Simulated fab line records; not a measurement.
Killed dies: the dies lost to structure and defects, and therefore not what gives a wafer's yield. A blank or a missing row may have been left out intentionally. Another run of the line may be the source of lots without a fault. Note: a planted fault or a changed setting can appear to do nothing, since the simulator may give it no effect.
Matching of chambers    flow n5Finfet    N5_BEOL_M8_VIA_ETCH_34 on rieDiel-04 has 4 sister chambers
The step etches SiCOH lowk in C4F6/O2, target depth 125.5 nm, time 50.5 s. 16 wafers are shown with their chamber, then 8 later ones without.

WAFERS PAIRED WITH THEIR CHAMBERS
wafer   chamber  showerheadPlenumPTorr (Torr)  drypumpMotorCurrentA (A)  throttleValvePct (%)
L076.1  3        3.01                          5.9                       20.88
L076.3  0        2.81                          5.1                       20.95
L076.6  0        2.81                          5.1                       20.92
L080.2  2        2.87                          5.5                       20.64
L080.5  3        3.01                          5.9                       20.89
L080.6  0        2.81                          5.1                       20.92
L078.1  1        2.78                          6.5                       21.24
L078.3  0        2.81                          5.1                       20.93
L078.5  0        2.81                          5.1                       20.91
L079.1  3        3.00                          5.9                       20.88
L079.4  0        2.81                          5.1                       20.93
L079.6  2        2.87                          5.5                       20.65
L081.1  3        3.00                          5.8                       20.91
L081.3  1        2.78                          6.5                       21.23
L081.6  3        3.00                          5.8                       20.89
L087.1  3        2.99                          5.9                       20.92

SIGNATURES (means of the wafers above)
reading                chamber 0  chamber 1  chamber 2  chamber 3  scatter within a chamber
showerheadPlenumPTorr  2.8100     2.7800     2.8700     3.0017     0.00486
drypumpMotorCurrentA   5.100      6.500      5.500      5.867      0.0333
throttleValvePct       20.9267    21.2350    20.6450    20.8950    0.0141
Rule: distance of a wafer from a chamber = root of the sum over the readings of ((wafer's reading minus chamber's mean) / reading's scatter) squared. The wafer belongs to the nearest chamber; if the next one is less than 2 further off, it can't be placed. The scatter: take each reading less its chamber's mean, square it, sum over the shown wafers, divide by the number of wafers less the number of chambers, and take the root.

WAFERS WITHOUT THEIR CHAMBER
wafer   showerheadPlenumPTorr (Torr)  drypumpMotorCurrentA (A)  throttleValvePct (%)
L087.5  2.80                          5.1                       20.95
L087.6  2.99                          5.9                       20.93
L091.1  2.79                          5.2                       20.98
L091.2  2.99                          5.9                       20.93
L091.4  2.99                          5.8                       20.94
L095.1  2.86                          5.5                       20.69
L095.3  2.99                          5.9                       20.94
L095.5  2.86                          5.5                       20.67

WHICH CHAMBER EACH ONE RAN IN
wafer   from the rows above  in truth
L087.5  0                    0
L087.6  3                    3
L091.1  0                    0
L091.2  3                    3
L091.4  3                    3
L095.1  2                    2
L095.3  3                    3
L095.5  2                    2
Placed correctly: 8 of 8. From these rows, 0 cannot be placed. Number placed wrongly: 0.
